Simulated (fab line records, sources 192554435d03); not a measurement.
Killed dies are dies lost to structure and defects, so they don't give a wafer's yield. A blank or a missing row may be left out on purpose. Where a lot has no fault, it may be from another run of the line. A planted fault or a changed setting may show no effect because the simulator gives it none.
fab line records :: flow n5Finfet :: part 2 of 2: steps 19 to 25 of 25
record:
  lots: 5
  wafers: 15
  lastDay: 16
route steps=1938 shown BEOL_M3@961
lots with no fault: from the same line, run without faults
startH: hours from the record's opening day to when the first of the lot's shown wafers began :: waitH: hours elapsed since this lot's preceding step :: " unchanged from the row above :: L1.1+2: a single row standing in for several wafers :: - no value, or no start given :: * or withheld: withheld :: < > ~ a bound
route shown NAME@n: NAME is a module with steps in the file, n the number in the route of the first one :: usual: the fault-free wafers' mean and standard deviation :: same: alike in all rows :: chamber/n: place in a boat :: sites: per-site readings :: _std_site: standard deviation of those values :: _edge_site: inner sites' mean taken away from outer sites' mean :: radiusMm: for every site, how far away it sits from the centre of the wafer :: mask NAME#n: copy n :: behind: the most recent tool/chamber to have shaped the wafer :: hold: why the lot went on hold/how many hours it stayed there/how the hold came to an end :: device: which transistor (n, p or np) failed to switch :: end of line: at the end of the route, the tests of the same wafers :: for a step that has no rows: nothing shown but its recipe :: killed: at the first sort, the dies lost to defects and structure; wafer yield is something else :: map: dies across one wafer; x = killed, . = not, _ = none there
set.NAME: the run value of the setting; set.NAME@STEP: its run value at that earlier step :: model.NAME: the simulator's own value behind a step, which no gauge read
lots at selected steps of the route; one table per step, one row per wafer
services: from which hour (startH, from the record's first day; less than 0 if before it) a tool's chamber was out of use, for how many hours, and why
== steps ==
step: N5_BEOL_M3_STRIP_36
recipe:
  chemistry: N2/H2
  powerW: 450
  tempC: 40
  pressureMtorr: 20
  rfFrequencyHz: 6e+07
  overashFraction: 0.3
  biasPowerW: 7
  h2Frac: 0.5
  n2FlowSccm: 200
  h2FlowSccm: 200
usual:
  drypumpMotorCurrentA: 5.8/0.58
  oesProductAu: 0.82/0.085
  powerW: 449.8/1.3
  rfVppV: 59.0/1.3
  showerheadPlenumPTorr: 2.51/0.057
  tempC: 40.00/0.12
  throttleValvePct: 23.7/0.3
lot.wafer: L075.2
tool: rieDiel-05
chamber: 2
startH: 164.39
waitH: 0.0
drypumpMotorCurrentA: 5.7
oesProductAu: 0.88
powerW: 451.3
rfHoursCounterH: 41
rfVppV: 59.4
showerheadPlenumPTorr: 2.58
tempC: 40.06
throttleValvePct: 23.4

lot.wafer: L075.3
tool: rieDiel-05
chamber: 1
startH: 164.39
waitH: 0.0
drypumpMotorCurrentA: 5.4
oesProductAu: 0.83
powerW: 450.1
rfHoursCounterH: 49
rfVppV: 57.9
showerheadPlenumPTorr: 2.56
tempC: 40.04
throttleValvePct: 23.2

lot.wafer: L075.6
tool: rieDiel-05
chamber: 2
startH: 164.39
waitH: 0.0
drypumpMotorCurrentA: 5.7
oesProductAu: 0.86
powerW: 451.2
rfHoursCounterH: -
rfVppV: 56.9
showerheadPlenumPTorr: 2.58
tempC: 40.11
throttleValvePct: 23.4

lot.wafer: L079.2
tool: rieDiel-05
chamber: 0
startH: 178.24
waitH: 0.0
drypumpMotorCurrentA: 6.4
oesProductAu: 0.79
powerW: 453.3
rfHoursCounterH: 100
rfVppV: 56.5
showerheadPlenumPTorr: 2.47
tempC: 40.09
throttleValvePct: 24.0

lot.wafer: L079.3
tool: rieDiel-05
chamber: 1
startH: 178.24
waitH: 0.0
drypumpMotorCurrentA: 5.4
oesProductAu: 0.82
powerW: 450.0
rfHoursCounterH: 52
rfVppV: 59.2
showerheadPlenumPTorr: 2.56
tempC: 40.03
throttleValvePct: 23.2

lot.wafer: L079.6
tool: rieDiel-05
chamber: 1
startH: 178.24
waitH: 0.0
drypumpMotorCurrentA: 5.4
oesProductAu: 0.84
powerW: 450.2
rfHoursCounterH: -
rfVppV: 59.1
showerheadPlenumPTorr: 2.56
tempC: 39.89
throttleValvePct: 23.2

lot.wafer: L081.1
tool: rieDiel-03
chamber: 2
startH: 181.87
waitH: 0.0
drypumpMotorCurrentA: 5.2
oesProductAu: 0.72
powerW: 448.7
rfHoursCounterH: 199
rfVppV: 58.8
showerheadPlenumPTorr: 2.51
tempC: 39.83
throttleValvePct: 24.1

lot.wafer: L081.4
tool: rieDiel-03
chamber: 3
startH: 181.87
waitH: 0.0
drypumpMotorCurrentA: 6.4
oesProductAu: 0.89
powerW: 449.1
rfHoursCounterH: 23
rfVppV: 58.6
showerheadPlenumPTorr: 2.51
tempC: 39.83
throttleValvePct: 23.7

lot.wafer: L081.5
tool: rieDiel-03
chamber: 1
startH: 181.87
waitH: 0.0
drypumpMotorCurrentA: 4.7
oesProductAu: 0.92
powerW: 450.5
rfHoursCounterH: -
rfVppV: 57.3
showerheadPlenumPTorr: 2.50
tempC: 40.14
throttleValvePct: 23.9

lot.wafer: L090.1
tool: rieDiel-05
chamber: 0
startH: 253.26
waitH: 0.0
drypumpMotorCurrentA: 6.4
oesProductAu: 0.77
powerW: 448.5
rfHoursCounterH: 126
rfVppV: 57.8
showerheadPlenumPTorr: 2.46
tempC: 40.01
throttleValvePct: 24.1

lot.wafer: L090.2
tool: rieDiel-05
chamber: 2
startH: 253.26
waitH: 0.0
drypumpMotorCurrentA: 5.7
oesProductAu: 0.83
powerW: 447.6
rfHoursCounterH: 69
rfVppV: 59.6
showerheadPlenumPTorr: 2.57
tempC: 39.95
throttleValvePct: 23.4

lot.wafer: L090.3
tool: rieDiel-05
chamber: 1
startH: 253.26
waitH: 0.0
drypumpMotorCurrentA: 5.5
oesProductAu: 0.80
powerW: 451.7
rfHoursCounterH: 76
rfVppV: 56.8
showerheadPlenumPTorr: 2.55
tempC: 39.80
throttleValvePct: 23.2

lot.wafer: L092.4
tool: rieDiel-03
chamber: 2
startH: 262.59
waitH: 0.0
drypumpMotorCurrentA: 5.2
oesProductAu: 0.72
powerW: 450.7
rfHoursCounterH: 225
rfVppV: 61.6
showerheadPlenumPTorr: 2.50
tempC: 39.89
throttleValvePct: 24.0

lot.wafer: L092.5
tool: rieDiel-03
chamber: 2
startH: 262.59
waitH: 0.0
drypumpMotorCurrentA: 5.2
oesProductAu: 0.71
powerW: 449.3
rfHoursCounterH: -
rfVppV: 59.7
showerheadPlenumPTorr: 2.50
tempC: 39.76
throttleValvePct: 24.1

lot.wafer: L092.6
tool: rieDiel-03
chamber: 1
startH: 262.59
waitH: 0.0
drypumpMotorCurrentA: 4.7
oesProductAu: 0.88
powerW: 447.1
rfHoursCounterH: -
rfVppV: 55.4
showerheadPlenumPTorr: 2.49
tempC: 39.86
throttleValvePct: 23.9
step: N5_BEOL_M3_TRENCH_ETCH_37
recipe:
  chemistry: C4F6/O2
  targetDepthA: 555.55
  target: SiOC
  timeS: 29.2
  ionEnergyEv: 250
  pressureMtorr: 30
  sourceW: 355
  biasW: 185
  Ar_flow_sccm: 300
  C4F6_flow_sccm: 10
  O2_flow_sccm: 10
usual:
  drypumpMotorCurrentA: 5.8/0.58
  mfcArSccm: 300.2/0.88
  oesProductAu: 0.82/0.086
  rfVppV: 659/19
  showerheadPlenumPTorr: 2.81/0.062
  throttleValvePct: 20.78/0.27
lot.wafer: L075.2
tool: rieDiel-05
chamber: 2
startH: -
waitH: -
drypumpMotorCurrentA: 5.8
mfcArSccm: 299.3
oesProductAu: 0.88
rfHoursCounterH: 41
rfVppV: 676
showerheadPlenumPTorr: 2.87
throttleValvePct: 20.30

lot.wafer: L075.3
tool: rieDiel-05
chamber: 1
startH: -
waitH: -
drypumpMotorCurrentA: 5.5
mfcArSccm: 301.7
oesProductAu: 0.82
rfHoursCounterH: 49
rfVppV: 661
showerheadPlenumPTorr: 2.90
throttleValvePct: 20.60

lot.wafer: L075.6
tool: rieDiel-05
chamber: 2
startH: -
waitH: -
drypumpMotorCurrentA: 5.7
mfcArSccm: 299.6
oesProductAu: 0.88
rfHoursCounterH: -
rfVppV: 675
showerheadPlenumPTorr: 2.87
throttleValvePct: 20.30

lot.wafer: L079.2
tool: rieDiel-05
chamber: 0
startH: -
waitH: -
drypumpMotorCurrentA: 6.4
mfcArSccm: 299.5
oesProductAu: 0.78
rfHoursCounterH: 100
rfVppV: 629
showerheadPlenumPTorr: 2.75
throttleValvePct: 20.94

lot.wafer: L079.3
tool: rieDiel-05
chamber: 1
startH: -
waitH: -
drypumpMotorCurrentA: 5.4
mfcArSccm: 300.6
oesProductAu: 0.81
rfHoursCounterH: 52
rfVppV: 663
showerheadPlenumPTorr: 2.90
throttleValvePct: 20.61

lot.wafer: L079.6
tool: rieDiel-05
chamber: 1
startH: -
waitH: -
drypumpMotorCurrentA: 5.4
mfcArSccm: 300.3
oesProductAu: 0.81
rfHoursCounterH: -
rfVppV: 663
showerheadPlenumPTorr: 2.90
throttleValvePct: 20.60

lot.wafer: L081.1
tool: rieDiel-03
chamber: 2
startH: -
waitH: -
drypumpMotorCurrentA: 5.2
mfcArSccm: 298.3
oesProductAu: 0.73
rfHoursCounterH: 199
rfVppV: 683
showerheadPlenumPTorr: 2.84
throttleValvePct: 21.07

lot.wafer: L081.4
tool: rieDiel-03
chamber: 3
startH: -
waitH: -
drypumpMotorCurrentA: 6.4
mfcArSccm: 299.3
oesProductAu: 0.92
rfHoursCounterH: 23
rfVppV: 659
showerheadPlenumPTorr: 2.77
throttleValvePct: 20.28

lot.wafer: L081.5
tool: rieDiel-03
chamber: 1
startH: -
waitH: -
drypumpMotorCurrentA: 4.7
mfcArSccm: 300.4
oesProductAu: 0.90
rfHoursCounterH: -
rfVppV: 657
showerheadPlenumPTorr: 2.79
throttleValvePct: 20.92

lot.wafer: L090.1
tool: rieDiel-05
chamber: 0
startH: -
waitH: -
drypumpMotorCurrentA: 6.4
mfcArSccm: 300.7
oesProductAu: 0.76
rfHoursCounterH: 126
rfVppV: 629
showerheadPlenumPTorr: 2.74
throttleValvePct: 21.00

lot.wafer: L090.2
tool: rieDiel-05
chamber: 2
startH: -
waitH: -
drypumpMotorCurrentA: 5.7
mfcArSccm: 300.5
oesProductAu: 0.83
rfHoursCounterH: 69
rfVppV: 674
showerheadPlenumPTorr: 2.86
throttleValvePct: 20.36

lot.wafer: L090.3
tool: rieDiel-05
chamber: 1
startH: -
waitH: -
drypumpMotorCurrentA: 5.4
mfcArSccm: 299.6
oesProductAu: 0.78
rfHoursCounterH: 76
rfVppV: 663
showerheadPlenumPTorr: 2.89
throttleValvePct: 20.65

lot.wafer: L092.4
tool: rieDiel-03
chamber: 2
startH: -
waitH: -
drypumpMotorCurrentA: 5.2
mfcArSccm: 299.7
oesProductAu: 0.72
rfHoursCounterH: 225
rfVppV: 683
showerheadPlenumPTorr: 2.82
throttleValvePct: 21.11

lot.wafer: L092.5
tool: rieDiel-03
chamber: 2
startH: -
waitH: -
drypumpMotorCurrentA: 5.2
mfcArSccm: 298.9
oesProductAu: 0.72
rfHoursCounterH: -
rfVppV: 683
showerheadPlenumPTorr: 2.82
throttleValvePct: 21.11

lot.wafer: L092.6
tool: rieDiel-03
chamber: 1
startH: -
waitH: -
drypumpMotorCurrentA: 4.7
mfcArSccm: 300.9
oesProductAu: 0.86
rfHoursCounterH: -
rfVppV: 658
showerheadPlenumPTorr: 2.78
throttleValvePct: 20.98
step: N5_BEOL_M3_ETCH_41
recipe:
  chemistry: CH3F/O2
  target: SiCN
  targetDepthA: 299
  taperDeg: 2
  timeS: 52.5
  ionEnergyEv: 120
  maskMaterial: TiN
  pressureMtorr: 30
  sourceW: 395
  biasW: 75
  Ar_flow_sccm: 150
  CH3F_flow_sccm: 30
  O2_flow_sccm: 20
usual:
  drypumpMotorCurrentA: 5.8/0.57
  mfcArSccm: 150.0/0.46
  oesProductAu: 0.82/0.086
  rfVppV: 296.9/1.3
  showerheadPlenumPTorr: 1.98/0.046
  throttleValvePct: 16.22/0.26
lot.wafer: L075.2
tool: rieDiel-05
chamber: 2
startH: -
waitH: -
drypumpMotorCurrentA: 5.7
mfcArSccm: 148.7
oesProductAu: 0.89
rfHoursCounterH: 41
rfVppV: 299.2
showerheadPlenumPTorr: 2.02
throttleValvePct: 15.81

lot.wafer: L075.3
tool: rieDiel-05
chamber: 1
startH: -
waitH: -
drypumpMotorCurrentA: 5.4
mfcArSccm: 149.7
oesProductAu: 0.82
rfHoursCounterH: 49
rfVppV: 298.4
showerheadPlenumPTorr: 2.04
throttleValvePct: 16.04

lot.wafer: L075.6
tool: rieDiel-05
chamber: 2
startH: -
waitH: -
drypumpMotorCurrentA: 5.7
mfcArSccm: 149.5
oesProductAu: 0.87
rfHoursCounterH: -
rfVppV: 298.3
showerheadPlenumPTorr: 2.02
throttleValvePct: 15.79

lot.wafer: L079.2
tool: rieDiel-05
chamber: 0
startH: -
waitH: -
drypumpMotorCurrentA: 6.4
mfcArSccm: 149.5
oesProductAu: 0.78
rfHoursCounterH: 100
rfVppV: 297.7
showerheadPlenumPTorr: 1.93
throttleValvePct: 16.37

lot.wafer: L079.3
tool: rieDiel-05
chamber: 1
startH: -
waitH: -
drypumpMotorCurrentA: 5.4
mfcArSccm: 150.5
oesProductAu: 0.81
rfHoursCounterH: 52
rfVppV: 298.0
showerheadPlenumPTorr: 2.04
throttleValvePct: 16.04

lot.wafer: L079.6
tool: rieDiel-05
chamber: 1
startH: -
waitH: -
drypumpMotorCurrentA: 5.4
mfcArSccm: 150.9
oesProductAu: 0.81
rfHoursCounterH: -
rfVppV: 297.8
showerheadPlenumPTorr: 2.04
throttleValvePct: 16.06

lot.wafer: L081.1
tool: rieDiel-03
chamber: 2
startH: -
waitH: -
drypumpMotorCurrentA: 5.2
mfcArSccm: 149.8
oesProductAu: 0.73
rfHoursCounterH: 199
rfVppV: 295.5
showerheadPlenumPTorr: 1.99
throttleValvePct: 16.54

lot.wafer: L081.4
tool: rieDiel-03
chamber: 3
startH: -
waitH: -
drypumpMotorCurrentA: 6.4
mfcArSccm: 149.6
oesProductAu: 0.93
rfHoursCounterH: 23
rfVppV: 297.5
showerheadPlenumPTorr: 1.94
throttleValvePct: 15.71

lot.wafer: L081.5
tool: rieDiel-03
chamber: 1
startH: -
waitH: -
drypumpMotorCurrentA: 4.7
mfcArSccm: 149.8
oesProductAu: 0.89
rfHoursCounterH: -
rfVppV: 296.7
showerheadPlenumPTorr: 1.96
throttleValvePct: 16.36

lot.wafer: L090.1
tool: rieDiel-05
chamber: 0
startH: -
waitH: -
drypumpMotorCurrentA: 6.4
mfcArSccm: 150.2
oesProductAu: 0.75
rfHoursCounterH: 126
rfVppV: 296.3
showerheadPlenumPTorr: 1.92
throttleValvePct: 16.40

lot.wafer: L090.2
tool: rieDiel-05
chamber: 2
startH: -
waitH: -
drypumpMotorCurrentA: 5.7
mfcArSccm: 149.3
oesProductAu: 0.84
rfHoursCounterH: 69
rfVppV: 299.5
showerheadPlenumPTorr: 2.01
throttleValvePct: 15.87

lot.wafer: L090.3
tool: rieDiel-05
chamber: 1
startH: -
waitH: -
drypumpMotorCurrentA: 5.4
mfcArSccm: 150.1
oesProductAu: 0.79
rfHoursCounterH: 76
rfVppV: 296.7
showerheadPlenumPTorr: 2.03
throttleValvePct: 16.10

lot.wafer: L092.4
tool: rieDiel-03
chamber: 2
startH: -
waitH: -
drypumpMotorCurrentA: 5.2
mfcArSccm: 149.6
oesProductAu: 0.72
rfHoursCounterH: 225
rfVppV: 297.7
showerheadPlenumPTorr: 1.98
throttleValvePct: 16.57

lot.wafer: L092.5
tool: rieDiel-03
chamber: 2
startH: -
waitH: -
drypumpMotorCurrentA: 5.2
mfcArSccm: 149.5
oesProductAu: 0.72
rfHoursCounterH: -
rfVppV: 296.6
showerheadPlenumPTorr: 1.98
throttleValvePct: 16.57

lot.wafer: L092.6
tool: rieDiel-03
chamber: 1
startH: -
waitH: -
drypumpMotorCurrentA: 4.7
mfcArSccm: 150.2
oesProductAu: 0.87
rfHoursCounterH: -
rfVppV: 295.0
showerheadPlenumPTorr: 1.95
throttleValvePct: 16.39
step: N5_BEOL_M3_STRIP_97
recipe:
  chemistry: N2/H2
  timeS: 10
  powerW: 450
  tempC: 40
  pressureMtorr: 20
  rfFrequencyHz: 6e+07
  biasPowerW: 7
  n2FlowSccm: 200
  h2FlowSccm: 200
usual:
  drypumpMotorCurrentA: 5.8/0.58
  oesProductAu: 0.82/0.085
  rfVppV: 59.1/0.84
  showerheadPlenumPTorr: 2.51/0.057
  tempC: 40.00/0.12
  throttleValvePct: 23.7/0.3
lot.wafer: L075.2
tool: rieDiel-05
chamber: 2
startH: -
waitH: -
drypumpMotorCurrentA: 5.7
oesProductAu: 0.88
rfHoursCounterH: 41
rfVppV: 59.5
showerheadPlenumPTorr: 2.58
tempC: 40.24
throttleValvePct: 23.4

lot.wafer: L075.3
tool: rieDiel-05
chamber: 1
startH: -
waitH: -
drypumpMotorCurrentA: 5.4
oesProductAu: 0.82
rfHoursCounterH: 49
rfVppV: 59.2
showerheadPlenumPTorr: 2.56
tempC: 40.10
throttleValvePct: 23.2

lot.wafer: L075.6
tool: rieDiel-05
chamber: 2
startH: -
waitH: -
drypumpMotorCurrentA: 5.7
oesProductAu: 0.88
rfHoursCounterH: -
rfVppV: 60.9
showerheadPlenumPTorr: 2.58
tempC: 40.11
throttleValvePct: 23.4

lot.wafer: L079.2
tool: rieDiel-05
chamber: 0
startH: -
waitH: -
drypumpMotorCurrentA: 6.4
oesProductAu: 0.80
rfHoursCounterH: 100
rfVppV: 58.8
showerheadPlenumPTorr: 2.47
tempC: 39.87
throttleValvePct: 24.0

lot.wafer: L079.3
tool: rieDiel-05
chamber: 1
startH: -
waitH: -
drypumpMotorCurrentA: 5.4
oesProductAu: 0.83
rfHoursCounterH: 52
rfVppV: 59.7
showerheadPlenumPTorr: 2.56
tempC: 40.12
throttleValvePct: 23.2

lot.wafer: L079.6
tool: rieDiel-05
chamber: 1
startH: -
waitH: -
drypumpMotorCurrentA: 5.5
oesProductAu: 0.83
rfHoursCounterH: -
rfVppV: 58.0
showerheadPlenumPTorr: 2.56
tempC: 40.04
throttleValvePct: 23.2

lot.wafer: L081.1
tool: rieDiel-03
chamber: 2
startH: -
waitH: -
drypumpMotorCurrentA: 5.2
oesProductAu: 0.72
rfHoursCounterH: 199
rfVppV: 59.8
showerheadPlenumPTorr: 2.51
tempC: 40.21
throttleValvePct: 24.0

lot.wafer: L081.4
tool: rieDiel-03
chamber: 3
startH: -
waitH: -
drypumpMotorCurrentA: 6.4
oesProductAu: 0.90
rfHoursCounterH: 23
rfVppV: 60.1
showerheadPlenumPTorr: 2.51
tempC: 40.08
throttleValvePct: 23.7

lot.wafer: L081.5
tool: rieDiel-03
chamber: 1
startH: -
waitH: -
drypumpMotorCurrentA: 4.7
oesProductAu: 0.90
rfHoursCounterH: -
rfVppV: 58.7
showerheadPlenumPTorr: 2.50
tempC: 40.13
throttleValvePct: 23.9

lot.wafer: L090.1
tool: rieDiel-05
chamber: 0
startH: -
waitH: -
drypumpMotorCurrentA: 6.4
oesProductAu: 0.76
rfHoursCounterH: 126
rfVppV: 59.3
showerheadPlenumPTorr: 2.46
tempC: 39.96
throttleValvePct: 24.0

lot.wafer: L090.2
tool: rieDiel-05
chamber: 2
startH: -
waitH: -
drypumpMotorCurrentA: 5.8
oesProductAu: 0.84
rfHoursCounterH: 69
rfVppV: 59.0
showerheadPlenumPTorr: 2.57
tempC: 39.89
throttleValvePct: 23.4

lot.wafer: L090.3
tool: rieDiel-05
chamber: 1
startH: -
waitH: -
drypumpMotorCurrentA: 5.5
oesProductAu: 0.80
rfHoursCounterH: 76
rfVppV: 59.3
showerheadPlenumPTorr: 2.55
tempC: 40.20
throttleValvePct: 23.2

lot.wafer: L092.4
tool: rieDiel-03
chamber: 2
startH: -
waitH: -
drypumpMotorCurrentA: 5.2
oesProductAu: 0.70
rfHoursCounterH: 225
rfVppV: 58.9
showerheadPlenumPTorr: 2.50
tempC: 40.08
throttleValvePct: 24.1

lot.wafer: L092.5
tool: rieDiel-03
chamber: 2
startH: -
waitH: -
drypumpMotorCurrentA: 5.2
oesProductAu: 0.70
rfHoursCounterH: -
rfVppV: 59.1
showerheadPlenumPTorr: 2.50
tempC: 40.18
throttleValvePct: 24.1

lot.wafer: L092.6
tool: rieDiel-03
chamber: 1
startH: -
waitH: -
drypumpMotorCurrentA: 4.7
oesProductAu: 0.87
rfHoursCounterH: -
rfVppV: 59.3
showerheadPlenumPTorr: 2.49
tempC: 39.87
throttleValvePct: 23.9
step: N5_BEOL_M3_OCD_MEAS_38
usual:
  trenchDepthNm: 55.9/1.7
lot.wafer: L075.2
tool: ocd-01
chamber: -
startH: 164.58
waitH: -
trenchDepthNm: 55.7

lot.wafer: L075.3
tool: ocd-01
chamber: -
startH: 164.58
waitH: -
trenchDepthNm: 52.7

lot.wafer: L075.6
tool: ocd-01
chamber: -
startH: 164.58
waitH: -
trenchDepthNm: 55.3

lot.wafer: L079.2
tool: ocd-02
chamber: -
startH: 178.43
waitH: -
trenchDepthNm: 56.3

lot.wafer: L079.3
tool: ocd-02
chamber: -
startH: 178.43
waitH: -
trenchDepthNm: 53.7

lot.wafer: L079.6
tool: ocd-02
chamber: -
startH: 178.43
waitH: -
trenchDepthNm: 53.2

lot.wafer: L081.1
tool: ocd-01
chamber: -
startH: 182.07
waitH: -
trenchDepthNm: 55.0

lot.wafer: L081.4
tool: ocd-01
chamber: -
startH: 182.07
waitH: -
trenchDepthNm: 57.4

lot.wafer: L081.5
tool: ocd-01
chamber: -
startH: 182.07
waitH: -
trenchDepthNm: 57.4

lot.wafer: L090.1
tool: ocd-01
chamber: -
startH: 253.45
waitH: -
trenchDepthNm: 56.3

lot.wafer: L090.2
tool: ocd-01
chamber: -
startH: 253.45
waitH: -
trenchDepthNm: 55.4

lot.wafer: L090.3
tool: ocd-01
chamber: -
startH: 253.45
waitH: -
trenchDepthNm: 53.5

lot.wafer: L092.4
tool: ocd-01
chamber: -
startH: 262.78
waitH: -
trenchDepthNm: 57.0

lot.wafer: L092.5
tool: ocd-01
chamber: -
startH: 262.78
waitH: -
trenchDepthNm: 56.7

lot.wafer: L092.6
tool: ocd-01
chamber: -
startH: 262.78
waitH: -
trenchDepthNm: 56.8
step: N5_BEOL_M3_HM_STRIP_39
recipe:
  chemistry: peroxideTinStrip
  material: TiN
  targetDepthA: 250
  tempC: 50
  timeS: 158
usual:
  tempC: 50.01/0.11
lot.wafer: L075.2
tool: wetBench-05
chamber: 7
startH: 164.61
waitH: 0.0
tempC: 50.02

lot.wafer: L075.3
tool: wetBench-05
chamber: 6
startH: 164.61
waitH: 0.0
tempC: 50.11

lot.wafer: L075.6
tool: wetBench-05
chamber: 5
startH: 164.61
waitH: 0.0
tempC: 50.02

lot.wafer: L079.2
tool: wetBench-05
chamber: 6
startH: 178.47
waitH: 0.0
tempC: 50.05

lot.wafer: L079.3
tool: wetBench-05
chamber: 1
startH: 178.47
waitH: 0.0
tempC: 50.05

lot.wafer: L079.6
tool: wetBench-05
chamber: 7
startH: 178.47
waitH: 0.0
tempC: 50.00

lot.wafer: L081.1
tool: wetBench-01
chamber: 1
startH: 182.10
waitH: 0.0
tempC: 50.02

lot.wafer: L081.4
tool: wetBench-01
chamber: 4
startH: 182.10
waitH: 0.0
tempC: 50.17

lot.wafer: L081.5
tool: wetBench-01
chamber: 7
startH: 182.10
waitH: 0.0
tempC: 50.13

lot.wafer: L090.1
tool: wetBench-03
chamber: 6
startH: 253.49
waitH: 0.0
tempC: 49.76

lot.wafer: L090.2
tool: wetBench-03
chamber: 3
startH: 253.49
waitH: 0.0
tempC: 50.00

lot.wafer: L090.3
tool: wetBench-03
chamber: 0
startH: 253.49
waitH: 0.0
tempC: 49.87

lot.wafer: L092.4
tool: wetBench-05
chamber: 0
startH: 262.81
waitH: 0.0
tempC: 49.82

lot.wafer: L092.5
tool: wetBench-05
chamber: 2
startH: 262.81
waitH: 0.0
tempC: 49.81

lot.wafer: L092.6
tool: wetBench-05
chamber: 6
startH: 262.81
waitH: 0.0
tempC: 49.94
step: N5_BEOL_M3_SRD_40
recipe:
  timeS: 30
  tempC: 23
  rinseLiquid: diw
  dry: ipaMarangoni
usual:
  doSupplyPpb: 10.01/0.1
  tempC: 22.99/0.1
lot.wafer: L075.2
tool: wetBench-05
chamber: 7
startH: 164.66
waitH: 0.0
doSupplyPpb: 10.01
tempC: 23.00

lot.wafer: L075.3
tool: wetBench-05
chamber: 6
startH: 164.66
waitH: 0.0
doSupplyPpb: 10.06
tempC: 22.95

lot.wafer: L075.6
tool: wetBench-05
chamber: 5
startH: 164.66
waitH: 0.0
doSupplyPpb: 9.98
tempC: 22.99

lot.wafer: L079.2
tool: wetBench-05
chamber: 6
startH: 178.51
waitH: 0.0
doSupplyPpb: 9.77
tempC: 22.83

lot.wafer: L079.3
tool: wetBench-05
chamber: 1
startH: 178.51
waitH: 0.0
doSupplyPpb: 10.00
tempC: 23.04

lot.wafer: L079.6
tool: wetBench-05
chamber: 7
startH: 178.51
waitH: 0.0
doSupplyPpb: 9.95
tempC: 22.93

lot.wafer: L081.1
tool: wetBench-01
chamber: 1
startH: 182.15
waitH: 0.0
doSupplyPpb: 9.85
tempC: 23.07

lot.wafer: L081.4
tool: wetBench-01
chamber: 4
startH: 182.15
waitH: 0.0
doSupplyPpb: 10.06
tempC: 22.85

lot.wafer: L081.5
tool: wetBench-01
chamber: 7
startH: 182.15
waitH: 0.0
doSupplyPpb: 10.02
tempC: 23.18

lot.wafer: L090.1
tool: wetBench-03
chamber: 6
startH: 253.53
waitH: 0.0
doSupplyPpb: 10.16
tempC: 22.96

lot.wafer: L090.2
tool: wetBench-03
chamber: 3
startH: 253.53
waitH: 0.0
doSupplyPpb: 9.95
tempC: 22.86

lot.wafer: L090.3
tool: wetBench-03
chamber: 0
startH: 253.53
waitH: 0.0
doSupplyPpb: 10.10
tempC: 23.03

lot.wafer: L092.4
tool: wetBench-05
chamber: 0
startH: 262.86
waitH: 0.0
doSupplyPpb: 10.00
tempC: 23.01

lot.wafer: L092.5
tool: wetBench-05
chamber: 2
startH: 262.86
waitH: 0.0
doSupplyPpb: 10.00
tempC: 22.98

lot.wafer: L092.6
tool: wetBench-05
chamber: 6
startH: 262.86
waitH: 0.0
doSupplyPpb: 10.04
tempC: 22.84
== services ==
tool: euvScanner-02
chamber: -
startH: 135.55
hours: 1.0
kind: pm

tool: euvScanner-01
chamber: -
startH: 146.54
hours: 1.0
kind: pm

tool: wetBench-03
chamber: -
startH: 146.91
hours: 4.3
kind: repair

tool: rieDiel-05
chamber: 3
startH: 157.68
hours: 15.8
kind: repair

tool: euvScanner-02
chamber: -
startH: 168.35
hours: 4.6
kind: pm

tool: euvScanner-02
chamber: -
startH: 189.65
hours: 1.0
kind: pm

tool: aldSin-02
chamber: 2
startH: 195.76
hours: 12.1
kind: repair

tool: euvScanner-01
chamber: -
startH: 202.69
hours: 1.0
kind: pm

tool: aldSin-02
chamber: 0
startH: 212.82
hours: 3.4
kind: repair

tool: euvScanner-02
chamber: -
startH: 214.39
hours: 0.4
kind: repair

tool: rieDiel-03
chamber: 0
startH: 214.92
hours: -
kind: clean

tool: euvScanner-01
chamber: -
startH: 215.04
hours: 4.6
kind: pm

tool: rieDiel-05
chamber: 3
startH: 215.50
hours: 3.4
kind: repair

tool: wetBench-05
chamber: -
startH: 222.32
hours: 9.4
kind: repair

tool: rieDiel-05
chamber: 1
startH: 223.62
hours: 5.1
kind: repair

tool: aldSin-03
chamber: 1
startH: 227.87
hours: 2.8
kind: repair

tool: aldSin-01
chamber: 3
startH: 233.49
hours: 12.2
kind: repair

tool: aldSin-01
chamber: 2
startH: 234.21
hours: 7.9
kind: repair

tool: aldSin-03
chamber: 2
startH: 239.43
hours: 4.2
kind: repair

tool: euvScanner-02
chamber: -
startH: 244.56
hours: 0.7
kind: repair

tool: euvScanner-02
chamber: -
startH: 245.80
hours: 1.0
kind: pm

tool: rieDiel-01
chamber: 3
startH: 248.54
hours: 4.6
kind: repair

tool: aldSin-02
chamber: -
startH: 253.11
hours: 0.9
kind: repair

tool: euvScanner-01
chamber: -
startH: 258.84
hours: 1.0
kind: pm
